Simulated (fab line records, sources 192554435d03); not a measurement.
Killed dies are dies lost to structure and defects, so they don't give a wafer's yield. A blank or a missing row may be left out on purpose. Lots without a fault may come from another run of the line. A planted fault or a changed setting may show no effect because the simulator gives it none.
fab line records | flow n5_finfet
record lots=8 wafers=24 last_day=18
route steps=1938 shown FIN_CUT@178 STI_FIN_REVEAL@191 DUMMY_GATE@215 SDB@375 BEOL_M4@1111 PASSIVATION@1936
lots that met no fault: from a run of the same line without faults
start_h: hours from the record's first day to the start of the lot's first wafer shown | wait_h: hours since the lot's step before | " the same as in the row above | L1.1+2: a row that stands for several wafers | - no value, or no start given | * or withheld: withheld | < > ~ a bound
route shown NAME@n: a module of which the file shows steps, and the number in the route of the first | usual: mean/standard deviation of fault-free wafers | same: alike in all rows | chamber/n: place in a boat | sites: the reading at each site | _std_site: their standard deviation | _edge_site: outer sites' mean less inner sites' | radius_mm: how far each site lies from the wafer's centre | mask NAME#n: copy n | behind: the tool/chamber that last shaped the wafer | hold: why the lot was held/for how many hours/how that ended | device: the transistor (n, p or np) that didn't switch | end of line: the same wafers' tests at the end of the route | a step without rows: its recipe alone | killed: dies lost to structure and defects at the first sort, not the wafer's yield | map: a wafer's dies, x killed, . not, _ none there
set.NAME: the setting as run; set.NAME@STEP: as run at that earlier step | model.NAME: the simulator's own value behind a step, which no gauge read
steps of the route over a sample of lots; a table a step, a row a wafer
services: from which hour (start_h, from the record's first day; less than 0 if before it) a tool's chamber was out of use, for how many hours, and why
## steps
# step N5_FIN_CUT_STRIP_22
# recipe chemistry=N2/H2 power_w=500 temp_c=40 pressure_mtorr=50 rf_frequency_hz=6e+07 overash_fraction=0.3 bias_power_w=8 h2_frac=0.5 n2_flow_sccm=300 h2_flow_sccm=300
# usual drypump_motor_current_A=5.9/0.74 oes_product_au=0.80/0.073 rf_vpp_V=53.9/2.5 showerhead_plenum_p_Torr=3.37/0.1 temp_c=40.00/0.1 throttle_valve_pct=18.8/0.32
# columns lot.wafer tool chamber start_h wait_h drypump_motor_current_A oes_product_au rf_hours_counter_h rf_vpp_V showerhead_plenum_p_Torr temp_c throttle_valve_pct
L696.1 rie_diel-03 3 63.76 0.1 6.4 0.75 169 52.1 3.36 40.12 19.2
L696.3 " 0 " " 6.5 0.84 61 51.8 3.40 39.98 18.8
L696.6 " 0 " " 6.4 0.83 - 56.4 3.40 40.19 18.8
L697.2 rie_diel-04 1 69.44 0.0 4.7 0.77 122 58.1 3.53 39.98 18.9
L697.4 " 0 " " 5.4 0.75 158 51.6 3.50 39.93 18.7
L697.6 " 1 " " 4.7 0.77 - 48.7 3.53 39.94 19.0
L701.2 rie_diel-04 1 95.44 0.1 4.7 0.77 128 52.8 3.53 40.00 19.0
L701.4 " 3 " " 6.7 0.88 35 52.7 3.28 39.99 19.0
L701.5 " 2 " " 6.5 0.70 - 54.8 3.29 39.88 18.6
L703.3 rie_diel-04 3 106.47 0.0 6.8 0.87 38 55.6 3.28 40.10 19.0
L703.4 " 1 " " 4.7 0.76 132 51.2 3.52 40.14 18.9
L703.6 " 2 " " 6.5 0.70 - 52.9 3.29 40.08 18.6
L704.2 rie_diel-04 3 118.08 0.1 6.8 0.86 41 54.5 3.28 40.09 19.0
L704.5 " 0 " " 5.4 0.73 - 57.9 3.50 39.79 18.7
L704.6 " 3 " " 6.7 0.86 - 55.7 3.28 40.01 19.0
L709.2 rie_diel-04 2 144.40 0.1 6.5 0.98 2 52.5 3.29 40.25 18.2
L709.5 " 0 " " 5.4 0.73 - 56.0 3.49 39.88 18.7
L709.6 " 3 " " 6.7 0.84 - 56.8 3.28 39.93 19.0
L710.1 rie_diel-04 3 149.38 0.0 6.7 0.84 54 48.5 3.27 39.91 19.1
L710.4 " 1 " " 4.7 0.76 148 51.5 3.51 40.03 19.0
L710.6 " 0 " " 5.4 0.73 - 51.6 3.49 39.95 18.7
L711.1 rie_diel-03 1 157.70 0.0 5.4 0.87 37 51.5 3.41 40.09 18.1
L711.3 " 2 " " 6.6 0.79 168 52.1 3.21 40.18 19.3
L711.4 " 0 " " 6.4 0.81 83 59.8 3.39 39.97 18.9
# step N5_STI_FIN_REVEAL_STRIP_24
# recipe chemistry=N2/H2 time_s=90 power_w=100 temp_c=40 pressure_mtorr=100 rf_frequency_hz=6e+07 bias_power_w=3 n2_flow_sccm=300 h2_flow_sccm=300
# usual drypump_motor_current_A=5.9/0.59 oes_product_au=0.78/0.063 rf_vpp_V=45.2/0.85 showerhead_plenum_p_Torr=3.37/0.1 temp_c=39.99/0.11 throttle_valve_pct=12.2/0.3
# columns lot.wafer tool chamber start_h wait_h drypump_motor_current_A oes_product_au rf_hours_counter_h rf_vpp_V showerhead_plenum_p_Torr temp_c throttle_valve_pct
L696.1 rie_diel-02 1 69.75 0.0 6.7 0.88 38 46.5 3.56 40.17 11.7
L696.3 " 3 " " 5.7 0.74 164 44.8 3.35 40.02 12.2
L696.6 " 2 " " 6.1 0.82 - 44.3 3.43 40.11 12.1
L697.2 rie_diel-02 1 75.52 0.0 6.7 0.89 40 46.0 3.56 39.90 11.7
L697.4 " 2 " " 6.1 0.83 70 44.6 3.43 39.72 12.1
L697.6 " 1 " " 6.7 0.88 - 44.2 3.56 39.93 11.7
L701.2 rie_diel-05 2 102.18 0.0 6.3 0.73 173 45.8 3.38 39.76 12.6
L701.4 " 0 " " 6.4 0.84 78 45.1 3.41 40.01 12.1
L701.5 " 2 " " 6.3 0.74 - 45.4 3.38 39.70 12.6
L703.3 rie_diel-06 3 112.73 0.0 5.1 0.74 158 43.8 3.25 39.96 12.0
L703.4 " 0 " " 5.8 0.70 200 45.2 3.21 40.03 12.5
L703.6 " 3 " " 5.0 0.74 - 43.9 3.26 39.92 12.0
L704.2 rie_diel-05 1 124.24 0.0 6.7 0.78 95 44.1 3.40 40.01 11.9
L704.5 " 1 " " 6.7 0.79 - 45.4 3.40 40.00 11.8
L704.6 " 2 " " 6.3 0.71 - 46.1 3.37 40.07 12.6
L709.2 rie_diel-02 0 150.49 0.0 5.7 0.79 136 45.5 3.37 40.22 12.1
L709.5 " 3 " " 5.7 0.73 - 45.2 3.33 40.10 12.3
L709.6 " 2 " " 6.1 0.79 - 44.7 3.41 39.91 12.2
L710.1 rie_diel-02 0 155.69 0.0 5.7 0.79 139 45.1 3.37 40.09 12.1
L710.4 " 3 " " 5.7 0.72 194 44.6 3.33 39.84 12.3
L710.6 " 2 " " 6.1 0.78 - 44.9 3.41 39.95 12.2
L711.1 rie_diel-02 3 163.78 0.0 5.8 0.72 198 46.5 3.33 39.95 12.3
L711.3 " 1 " " 6.7 0.84 73 47.0 3.54 40.07 11.8
L711.4 " 2 " " 6.1 0.78 105 45.9 3.41 39.77 12.2
# step N5_DUMMY_GATE_CVD_03
# recipe material=a-Si target_thk_a=1500 temp_c=530 precursor=SiH4 time_s=8042
# usual zone_power_upper_pct=6.1/0.7
# columns lot.wafer tool chamber start_h wait_h zone_power_upper_pct
L696.1 lpcvd-01 0/65 73.38 0.1 5.9
L696.3 " 0/75 " " 5.9
L696.6 " 0/89 " " 5.9
L697.2 lpcvd-01 1/70 79.21 0.1 5.7
L697.4 " 1/79 " " 5.7
L697.6 " 1/89 " " 5.7
L701.2 lpcvd-01 1/45 105.45 0.1 5.7
L701.4 " 1/54 " " 5.7
L701.5 " 1/59 " " 5.7
L703.3 lpcvd-01 1/50 116.40 0.1 5.7
L703.4 " 1/54 " " 5.7
L703.6 " 1/64 " " 5.7
L704.2 lpcvd-01 1/45 127.47 0.1 5.7
L704.5 " 1/59 " " 5.7
L704.6 " 1/64 " " 5.7
L709.2 lpcvd-01 0/70 154.09 0.1 5.9
L709.5 " 0/84 " " 5.9
L709.6 " 0/89 " " 5.9
L710.1 lpcvd-01 1/40 158.89 0.1 5.7
L710.4 " 1/54 " " 5.7
L710.6 " 1/64 " " 5.7
L711.1 lpcvd-01 0/90 167.10 0.1 5.9
L711.3 " 0/100 " " 5.9
L711.4 " 0/104 " " 5.9
# step N5_DUMMY_GATE_THK_MEAS_05
# usual thk_nm=72.4/1.1
# columns lot.wafer tool chamber start_h wait_h thk_nm
L696.1 film_metro-01 - 77.36 0.1 71.9
L696.3 " - " " 70.2
L696.6 " - " " 70.4
L697.2 film_metro-02 - 83.20 0.2 73.7
L697.4 " - " " 72.9
L697.6 " - " " 72.3
L701.2 film_metro-02 - 109.48 0.2 72.7
L701.4 " - " " 71.8
L701.5 " - " " 74.1
L703.3 film_metro-02 - 120.38 0.2 72.0
L703.4 " - " " 72.2
L703.6 " - " " 72.6
L704.2 film_metro-01 - 131.46 0.2 73.4
L704.5 " - " " 73.7
L704.6 " - " " 73.1
L709.2 film_metro-01 - 158.08 0.2 44.8
L709.5 " - " " 45.8
L709.6 " - " " 44.4
L710.1 film_metro-02 - 162.88 0.1 45.7
L710.4 " - " " 45.5
L710.6 " - " " 47.4
L711.1 film_metro-02 - 175.67 0.1 45.7
L711.3 " - " " 46.5
L711.4 " - " " 45.0
# step N5_DUMMY_GATE_INSPECT_17
# recipe mode=adi inspect_instrument=brightfield
# usual raw_defect_count=186/51
# columns lot.wafer tool chamber start_h wait_h raw_defect_count
L696.1 defect_inspect-01 - 81.81 0.1 200
L696.3 " - " " 234
L696.6 " - " " 253
L697.2 defect_inspect-02 - 87.72 0.0 190
L697.4 " - " " 133
L697.6 " - " " 101
L701.2 defect_inspect-02 - 113.87 0.0 180
L701.4 " - " " 127
L701.5 " - " " 146
L703.3 defect_inspect-01 - 124.89 0.0 275
L703.4 " - " " 170
L703.6 " - " " 280
L704.2 defect_inspect-01 - 135.99 0.0 272
L704.5 " - " " 284
L704.6 " - " " 263
L709.2 defect_inspect-01 - 162.47 0.0 142
L709.5 " - " " 207
L709.6 " - " " 321
L710.1 defect_inspect-01 - 167.39 0.1 119
L710.4 " - " " 123
L710.6 " - " " 196
L711.1 defect_inspect-01 - 180.18 0.1 165
L711.3 " - " " 318
L711.4 " - " " 228
# step N5_DUMMY_GATE_ETCH_44
# recipe chemistry=HBr/O2 over_etch_frac=0.7 target_depth_a=1275 stop_on=SiO2 ion_energy_ev=60 bias_w=20 target=poly-Si mask_material=SiO2 pressure_mtorr=20 icp_w=400 HBr_flow_sccm=120 O2_flow_sccm=10
# usual drypump_motor_current_A=6.0/0.48 oes_product_au=0.728/0.013 throttle_valve_pct=18.56/0.17
# columns lot.wafer tool chamber start_h wait_h drypump_motor_current_A oes_product_au rf_hours_counter_h throttle_valve_pct
L696.1 rie_si-06 1 82.70 0.0 6.3 0.749 135 18.73
L696.3 " 3 " " 5.2 0.728 145 18.61
L696.6 " 0 " " 5.8 0.715 - 18.70
L697.2 rie_si-02 1 88.56 0.1 6.3 0.722 5 18.60
L697.4 " 1 " " 6.3 0.719 - 18.59
L697.6 " 0 " " 6.7 0.740 - 18.72
L701.2 rie_si-05 3 114.66 0.0 5.9 0.731 55 18.56
L701.4 " 0 " " 5.6 0.707 81 18.36
L701.5 " 0 " " 5.6 0.717 - 18.36
L703.3 rie_si-02 0 125.72 0.0 6.7 0.726 140 18.71
L703.4 " 3 " " 5.3 0.724 1 18.39
L703.6 " 1 " " 6.3 0.717 - 18.59
L704.2 rie_si-05 2 136.79 0.0 6.3 0.740 185 18.81
L704.5 " 1 " " 6.7 0.728 - 18.36
L704.6 " 0 " " 5.6 0.712 - 18.37
L709.2 rie_si-02 2 163.29 0.0 5.8 0.605 175 18.21
L709.5 " 3 " " 5.3 0.600 - 18.41
L709.6 " 0 " " 6.7 0.598 - 18.70
L710.1 rie_si-06 2 168.46 0.0 5.7 0.608 180 18.55
L710.4 " 0 " " 5.8 0.587 7 18.70
L710.6 " 3 " " 5.3 0.616 - 18.63
L711.1 rie_si-05 3 180.97 0.0 5.9 0.598 56 18.57
L711.3 " 0 " " 5.7 0.589 82 18.39
L711.4 " 2 " " 6.3 0.600 186 18.81
# step N5_SDB_THK_MEAS_31
# recipe reads=a-Si_of_DUMMY_GATE_CVD_03
# usual SDB_THK=64.6/1.1
# columns lot.wafer tool chamber start_h wait_h SDB_THK[nm]
L696.1 film_metro-02 - 105.27 - 64.2
L696.3 " - " " 62.4
L696.6 " - " " 62.6
L697.2 film_metro-02 - 111.30 - 65.9
L697.4 " - " " 65.0
L697.6 " - " " 64.5
L701.2 film_metro-01 - 136.09 - 65.0
L701.4 " - " " 64.0
L701.5 " - " " 66.3
L703.3 film_metro-01 - 149.19 - 64.2
L703.4 " - " " 64.3
L703.6 " - " " 64.8
L704.2 film_metro-01 - 161.66 - 65.7
L704.5 " - " " 65.9
L704.6 " - " " 65.4
L709.2 film_metro-01 - 185.72 - 37.1
L709.5 " - " " 38.0
L709.6 " - " " 36.6
L710.1 film_metro-01 - 191.29 - 37.9
L710.4 " - " " 37.7
L710.6 " - " " 39.6
L711.1 film_metro-02 - 203.71 - 38.0
L711.3 " - " " 38.5
L711.4 " - " " 37.2
# step N5_BEOL_M4_RC_MEAS_101
# usual DIBL_N=36.3/2 DIBL_P=36.3/2.4 IOFF_N=0.16/0.034 IOFF_P=0.21/0.035 ION_N=672/12 ION_P=459/6.5 SS_N=71.6/0.67 SS_P=73.3/0.71 VT_N=250/3.5 VT_P=-251/3
# columns lot.wafer tool chamber start_h wait_h DIBL_N[mV/V] DIBL_P[mV/V] IOFF_N[nA/um] IOFF_P[nA/um] ION_N[uA/um] ION_P[uA/um] SS_N[mV/dec] SS_P[mV/dec] VT_N[mV] VT_P[mV]
L696.1 prober-01 0 200.49 0.0 34.8 35.7 0.14 0.19 674 460 71.6 72.7 251 -250
L696.3 " 0 " " 36.4 37.8 0.16 0.22 675 467 71.6 73.9 249 -249
L696.6 " 0 " " 36.4 36.9 0.17 0.21 680 458 70.6 73.1 247 -251
L697.2 prober-02 0 219.97 0.2 31.6 31.6 0.11 0.16 650 451 71.4 72.7 258 -253
L697.4 " 0 " " 33.2 33.4 0.13 0.18 660 457 70.7 72.2 252 -251
L697.6 " 0 " " 33.5 34.0 0.14 0.20 668 458 71.6 73.1 251 -248
L701.2 prober-01 0 255.75 0.2 36.1 37.2 0.15 0.21 664 455 71.5 73.3 249 -251
L701.4 " 0 " " 35.3 36.9 0.16 0.21 692 476 71.4 73.0 247 -251
L701.5 " 0 " " 37.2 38.8 0.19 0.23 683 462 72.4 73.6 246 -249
L703.3 prober-01 0 261.57 0.3 35.5 37.5 0.15 0.22 664 458 72.0 73.6 253 -248
L703.4 " 0 " " 36.9 38.8 0.19 0.23 671 459 72.6 73.9 249 -249
L703.6 " 0 " " 38.3 40.6 0.22 0.28 679 465 72.3 74.3 244 -247
L704.2 prober-01 0 288.35 0.2 40.2 39.4 0.22 0.27 683 469 72.0 74.3 245 -246
L704.5 " 0 " " 37.9 37.2 0.17 0.22 667 463 71.9 74.1 249 -249
L704.6 " 0 " " 37.9 36.3 0.16 0.21 667 457 71.3 74.1 251 -251
L710.1 prober-02 0 296.20 0.0 36.1 35.6 0.18 0.19 695 465 71.7 73.0 246 -253
L710.4 " 0 " " 35.3 35.6 0.17 0.19 681 459 71.2 72.9 247 -252
L710.6 " 0 " " 33.6 32.8 0.13 0.15 672 451 71.2 72.8 252 -256
L709.2 prober-02 0 308.36 0.2 36.9 37.5 0.17 0.21 678 459 71.0 73.6 248 -251
L709.5 " 0 " " 34.1 33.3 0.12 0.14 659 448 70.7 72.5 255 -256
L709.6 " 0 " " 39.1 39.4 0.21 0.23 682 458 72.3 73.4 246 -251
L711.1 prober-01 0 317.86 0.0 37.9 38.8 0.20 0.25 699 473 72.3 74.4 245 -248
L711.3 " 0 " " 37.1 37.0 0.18 0.22 679 463 71.9 73.8 246 -249
L711.4 " 0 " " 40.2 40.1 0.24 0.28 693 469 72.8 74.6 243 -250
# step N5_PASSIVATION_PROBE_49
# usual defect_limited_yield=91.4/1.5 killed_at_M0_to_M3=33/11 killed_at_M4_up=14/5.3 killed_at_contacts=13/6.2 killed_at_front_end=39/13 killed_at_other=3.1/2.8 killed_dies=102/17 killed_on_rim=13/3.8 killed_open=68/13 killed_short=32/7.8 sort_bin_5_function=5.1/0.95 sort_bin_6_memory=3.2/0.7 sort_n_pass=1078/18 sort_yield_pct=91.3/1.5
# same gross_dies=1180 killed_at_back_side=0 sort_bin_4_leakage[%]=0 sort_bin_8_speed[%]=0
# columns lot.wafer tool chamber start_h wait_h defect_limited_yield[%] killed_at_M0_to_M3 killed_at_M4_up killed_at_contacts killed_at_front_end killed_at_other killed_dies killed_on_rim killed_open killed_short sort_bin_5_function[%] sort_bin_6_memory[%] sort_n_pass sort_yield_pct[%]
L697.2 prober-01 - 319.40 0.1 92.8 20 14 7 43 1 85 11 58 27 3.6 3.6 1095 92.8
L697.4 prober-01 - 319.50 0.2 91.8 29 11 17 39 1 97 15 69 28 5.2 2.6 1083 91.8
L697.6 prober-01 - 319.60 0.3 92.5 34 16 9 28 1 88 13 55 33 3.9 3.2 1092 92.5
L696.1 prober-01 - 336.63 0.3 91.4 30 23 5 41 2 101 17 67 34 5.0 3.4 1079 91.4
L696.3 prober-01 - 336.73 0.4 90.6 31 16 8 55 1 111 19 68 38 5.8 3.1 1069 90.6
L696.6 prober-01 - 336.88 0.5 90.8 35 19 12 41 2 109 13 77 32 4.9 4.2 1071 90.8
L701.2 prober-02 - 359.19 0.1 90.8 30 12 19 41 7 109 14 74 34 5.1 4.0 1071 90.8
L701.4 prober-02 - 359.29 0.2 91.6 16 13 18 49 3 99 12 65 31 5.7 2.2 1081 91.6
L701.5 prober-02 - 359.34 0.2 92.5 17 13 23 36 0 89 10 67 21 4.4 3.0 1091 92.5
L703.3 prober-01 - 373.16 0.1 90.3 27 14 15 58 0 114 11 86 28 6.3 3.1 1066 90.3
L703.4 prober-01 - 373.21 0.2 90.8 28 15 15 49 1 108 11 79 28 5.3 3.5 1072 90.8
L703.6 prober-01 - 373.31 0.3 91.3 22 5 21 44 11 103 13 70 32 5.3 3.2 1077 91.3
L704.2 prober-02 - 393.16 0.1 91.4 22 11 8 56 5 102 12 76 24 5.3 3.0 1078 91.4
L704.5 prober-02 - 393.31 0.2 89.6 39 12 7 61 4 123 12 79 40 5.9 4.2 1057 89.6
L704.6 prober-02 - 393.36 0.3 87.6 41 18 9 74 4 146 19 87 56 6.7 4.7 1034 87.6
L710.1 prober-01 - 404.50 0.0 72.0 44 9 9 267 1 330 149 65 24 4.4 3.0 850 72.0
L710.4 prober-01 - 404.65 0.2 68.9 36 20 19 289 3 367 147 73 42 5.9 3.5 813 68.9
L710.6 prober-01 - 404.75 0.3 75.2 20 10 12 250 1 293 144 35 24 2.6 2.3 887 75.2
L709.2 prober-02 - 422.91 0.1 68.9 56 6 6 296 3 367 151 65 41 4.8 3.9 813 68.9
L709.5 prober-02 - 423.06 0.2 67.2 34 13 18 320 2 387 150 84 36 6.8 3.1 793 67.2
L709.6 prober-02 - 423.11 0.3 67.5 46 13 14 308 2 383 150 76 52 6.4 3.9 797 67.5
L711.1 prober-01 - 427.37 0.0 68.2 19 20 11 318 7 375 151 64 26 4.7 2.8 805 68.2
L711.3 prober-01 - 427.47 0.1 72.8 21 12 7 277 4 321 148 40 24 3.6 1.4 859 72.8
L711.4 prober-01 - 427.52 0.2 69.6 19 17 10 310 3 359 149 56 32 3.6 3.1 821 69.6
# killed by level:class
L697.2 FIN_SAQP:geometric_particle:open=12 FIN_SAQP:geometric_particle:short=10 BEOL_M4:geometric_particle:open=9 STI_FIN_REVEAL:geometric_particle:open=6 BEOL_M1:geometric_particle:open=6 MOL_CONTACT_COAG:geometric_particle:open=5 STARTING-WAFER:geometric_particle:open=5 BEOL_M0_SAQP:geometric_particle:short=4
L697.4 FIN_SAQP:geometric_particle:open=15 MOL_CONTACT_COAG:geometric_particle:open=14 STI_FIN_REVEAL:geometric_particle:open=8 BEOL_M4:geometric_particle:open=8 FIN_SAQP:geometric_particle:short=6 BEOL_M0_SAQP:geometric_particle:open=6 BEOL_M0_SAQP:geometric_particle:short=6 BEOL_M1:geometric_particle:open=6
L697.6 BEOL_M0_SAQP:geometric_particle:short=14 BEOL_M0_SAQP:geometric_particle:open=10 STI_FIN_REVEAL:geometric_particle:open=8 MOL_CONTACT_COAG:geometric_particle:open=7 FIN_SAQP:geometric_particle:open=4 BEOL_M1:geometric_particle:open=4 BEOL_M2:geometric_particle:open=4 FIN_SAQP:geometric_particle:short=3
L696.1 FIN_SAQP:geometric_particle:open=16 BEOL_M3:geometric_particle:open=11 BEOL_M4:geometric_particle:open=10 FIN_SAQP:geometric_particle:short=9 BEOL_M0_SAQP:geometric_particle:short=8 MOL_CONTACT_COAG:geometric_particle:open=5 BEOL_M8:geometric_particle:open=5 BEOL_M0_SAQP:geometric_particle:open=3
L696.3 FIN_SAQP:geometric_particle:open=17 STI_FIN_REVEAL:geometric_particle:open=8 BEOL_M0_SAQP:geometric_particle:short=8 FIN_SAQP:geometric_particle:short=7 BEOL_M0_SAQP:geometric_particle:open=7 DUMMY_GATE:geometric_particle:open=6 MOL_CONTACT_COAG:geometric_particle:open=5 BEOL_M1:geometric_particle:short=5
L696.6 BEOL_M4:geometric_particle:open=13 FIN_SAQP:geometric_particle:open=10 DUMMY_GATE:geometric_particle:open=8 MOL_CONTACT_COAG:geometric_particle:open=8 BEOL_M2:geometric_particle:open=8 FIN_SAQP:geometric_particle:short=7 BEOL_M0_SAQP:geometric_particle:open=7 BEOL_M3:geometric_particle:open=7
L701.2 MOL_CONTACT_COAG:geometric_particle:open=14 BEOL_M2:geometric_particle:open=9 STI_FIN_REVEAL:geometric_particle:open=8 BEOL_M0_SAQP:geometric_particle:short=6 BEOL_M0:geometric_particle:open=6 FIN_SAQP:geometric_particle:short=5 MOL_CONTACT_COAG:geometric_particle:short=5 BEOL_M4:geometric_particle:open=5
L701.4 MOL_CONTACT_COAG:geometric_particle:open=16 STI_FIN_REVEAL:geometric_particle:open=12 FIN_SAQP:geometric_particle:short=9 BEOL_M3:geometric_particle:open=5 DUMMY_GATE:geometric_particle:open=4 BEOL_M4:geometric_particle:open=4 FIN_SAQP:geometric_particle:open=3 FIN_CUT:geometric_particle:open=3
L701.5 MOL_CONTACT_COAG:geometric_particle:open=18 FIN_SAQP:geometric_particle:open=9 BEOL_M3:geometric_particle:open=7 STI_FIN_REVEAL:geometric_particle:open=6 MOL_CONTACT_COAG:geometric_particle:short=5 DUMMY_GATE:geometric_particle:open=4 BEOL_M2:geometric_particle:open=4 GATE_CUT:geometric_particle:open=3
L703.3 STI_FIN_REVEAL:geometric_particle:open=20 BEOL_M2:geometric_particle:open=14 MOL_CONTACT_COAG:geometric_particle:open=11 FIN_SAQP:geometric_particle:open=9 FIN_SAQP:geometric_particle:short=7 DUMMY_GATE:geometric_particle:open=7 MOL_CONTACT_COAG:geometric_particle:short=4 BEOL_M0_SAQP:geometric_particle:open=4
L703.4 STI_FIN_REVEAL:geometric_particle:open=18 MOL_CONTACT_COAG:geometric_particle:open=12 BEOL_M1:geometric_particle:open=9 FIN_SAQP:geometric_particle:open=8 FIN_SAQP:geometric_particle:short=6 BEOL_M2:geometric_particle:open=6 BEOL_M4:geometric_particle:open=6 BEOL_M0_SAQP:geometric_particle:short=5
L703.6 MOL_CONTACT_COAG:geometric_particle:open=17 STI_FIN_REVEAL:geometric_particle:open=16 BEOL_M0_SAQP:geometric_particle:short=5 BEOL_M3:geometric_particle:open=5 FIN_SAQP:geometric_particle:open=4 FIN_SAQP:geometric_particle:short=4 STI_FIN_REVEAL:geometric_particle:short=4 GATE_CUT:geometric_particle:open=4
L704.2 STI_FIN_REVEAL:geometric_particle:open=19 FIN_SAQP:geometric_particle:open=15 FIN_SAQP:geometric_particle:short=8 BEOL_M3:geometric_particle:open=7 MOL_CONTACT_COAG:geometric_particle:open=6 BEOL_M2:geometric_particle:open=5 BEOL_M1:geometric_particle:open=5 GATE_CUT:geometric_particle:short=3
L704.5 FIN_SAQP:geometric_particle:open=18 FIN_SAQP:geometric_particle:short=13 STI_FIN_REVEAL:geometric_particle:open=11 BEOL_M0:geometric_particle:open=9 MOL_CONTACT_COAG:geometric_particle:open=6 BEOL_M0_SAQP:geometric_particle:short=6 BEOL_M0_SAQP:geometric_particle:open=6 STI_FIN_REVEAL:geometric_particle:short=4
L704.6 STI_FIN_REVEAL:geometric_particle:open=25 BEOL_M3:geometric_particle:open=13 BEOL_M0_SAQP:geometric_particle:open=9 BEOL_M0_SAQP:geometric_particle:short=9 STI_FIN_REVEAL:geometric_particle:short=7 GATE_CUT:geometric_particle:short=7 DUMMY_GATE:geometric_particle:open=6 MOL_CONTACT_COAG:geometric_particle:open=6
L710.1 DUMMY_GATE:area_cvd=241 BEOL_M0_SAQP:geometric_particle:open=19 BEOL_M0_SAQP:geometric_particle:short=11 MOL_CONTACT_COAG:geometric_particle:open=8 FIN_SAQP:geometric_particle:open=5 DUMMY_GATE:geometric_particle:open=4 BEOL_M2:geometric_particle:open=4 BEOL_M3:geometric_particle:open=4
L710.4 DUMMY_GATE:area_cvd=252 BEOL_M0_SAQP:geometric_particle:short=16 MOL_CONTACT_COAG:geometric_particle:open=15 BEOL_M0_SAQP:geometric_particle:open=13 BEOL_M4:geometric_particle:open=9 FIN_SAQP:geometric_particle:short=7 STI_FIN_REVEAL:geometric_particle:open=7 FIN_SAQP:geometric_particle:open=6
L710.6 DUMMY_GATE:area_cvd=234 MOL_CONTACT_COAG:geometric_particle:open=10 BEOL_M0_SAQP:geometric_particle:open=8 BEOL_M0_SAQP:geometric_particle:short=7 BEOL_M2:geometric_particle:short=4 BEOL_M6:geometric_particle:open=4 FIN_SAQP:geometric_particle:short=3 FIN_SAQP:geometric_particle:open=3
L709.2 DUMMY_GATE:area_cvd=259 BEOL_M0_SAQP:geometric_particle:short=11 BEOL_M0_SAQP:geometric_particle:open=10 BEOL_M3:geometric_particle:open=10 STI_FIN_REVEAL:geometric_particle:open=9 FIN_SAQP:geometric_particle:open=8 BEOL_M2:geometric_particle:open=8 FIN_SAQP:geometric_particle:short=7
L709.5 DUMMY_GATE:area_cvd=265 MOL_CONTACT_COAG:geometric_particle:open=15 FIN_SAQP:geometric_particle:open=12 STI_FIN_REVEAL:geometric_particle:open=12 BEOL_M0_SAQP:geometric_particle:open=9 BEOL_M0_SAQP:geometric_particle:short=9 FIN_SAQP:geometric_particle:short=6 DUMMY_GATE:geometric_particle:open=6
L709.6 DUMMY_GATE:area_cvd=253 FIN_SAQP:geometric_particle:open=12 FIN_SAQP:geometric_particle:short=9 BEOL_M2:geometric_particle:open=9 STARTING-WAFER:geometric_particle:short=9 MOL_CONTACT_COAG:geometric_particle:open=8 BEOL_M0_SAQP:geometric_particle:open=8 BEOL_M0_SAQP:geometric_particle:short=7
L711.1 DUMMY_GATE:area_cvd=284 MOL_CONTACT_COAG:geometric_particle:open=10 BEOL_M4:geometric_particle:open=10 GATE_CUT:geometric_particle:short=8 FIN_SAQP:geometric_particle:open=7 BEOL_M0_SAQP:geometric_particle:open=6 FIN_SAQP:geometric_particle:short=4 GATE_CUT:geometric_particle:open=4
L711.3 DUMMY_GATE:area_cvd=257 BEOL_M2:geometric_particle:open=7 MOL_CONTACT_COAG:geometric_particle:open=6 GATE_CUT:geometric_particle:open=5 BEOL_M4:geometric_particle:open=5 GATE_CUT:geometric_particle:short=4 FIN_SAQP:geometric_particle:short=3 FIN_SAQP:geometric_particle:open=3
L711.4 DUMMY_GATE:area_cvd=271 BEOL_M4:geometric_particle:open=9 FIN_SAQP:geometric_particle:short=8 FIN_SAQP:geometric_particle:open=7 MOL_CONTACT_COAG:geometric_particle:open=6 BEOL_M2:geometric_particle:open=6 STI_FIN_REVEAL:geometric_particle:open=5 GATE_CUT:geometric_particle:open=5
## services
# columns tool chamber start_h hours kind
rie_diel-06 2 44.84 12.4 repair
rie_si-02 2 58.63 4.4 repair
rie_diel-03 0 65.90 7.4 repair
rie_si-02 3 74.72 - clean
rie_si-02 3 74.72 20.7 scheduled_down
rie_si-02 3 74.72 20.7 vent_cycle
rie_diel-03 0 79.78 8.1 repair
rie_si-02 2 84.42 6.1 repair
rie_diel-02 1 96.54 4.5 repair
rie_diel-05 3 102.56 2.6 repair
rie_diel-04 2 118.16 - clean
rie_diel-04 2 118.16 - consumable_replace:focus_ring
rie_diel-04 2 118.16 20.2 scheduled_down
rie_diel-04 2 118.16 20.2 vent_cycle
rie_diel-06 2 122.85 3.9 repair
rie_si-06 2 138.78 8.2 repair
rie_diel-06 0 138.95 18.3 repair
rie_diel-05 - 146.10 14.6 pm
rie_si-05 3 146.86 29.3 repair
rie_si-02 1 153.02 11.9 repair
rie_diel-04 3 157.82 7.7 repair
rie_diel-05 0 161.45 14.5 repair
rie_diel-04 0 164.51 10.8 repair
rie_diel-05 2 176.47 4.3 repair
## key
first_sign step=N5_DUMMY_GATE_THK_MEAS_05 reading=thk_nm direction=down sigmas=24 usual=* struck=*
effect step=N5_DUMMY_GATE_ETCH_44 reading=oes_product_au direction=down sigmas=9.8 usual=0.728 struck=0.600
effect step=N5_SDB_THK_MEAS_31 reading=SDB_THK direction=down sigmas=24 usual=64.6 struck=37.8
effect step=N5_PASSIVATION_PROBE_49 reading=killed_at_front_end direction=up sigmas=20 usual=39 struck=293
more_kills_born_at N5_DUMMY_GATE_CVD_03@lpcvd-01=2316
met_at N5_DUMMY_GATE_CVD_03
struck_lots L709,L710,L711
not_acting_at N5_FIN_CUT_STRIP_22,N5_STI_FIN_REVEAL_STRIP_24,N5_DUMMY_GATE_INSPECT_17
also_fits time
fault kind=site_profile_drift tool=lpcvd-01 chamber=- onset_h=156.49 steps=N5_DUMMY_GATE_CVD_03 basis=fraction max_abs_drift=0.4191 slope_share_per_hr=93.133 site_pattern=0,0,0,0,0,-1,-1,-1,-1
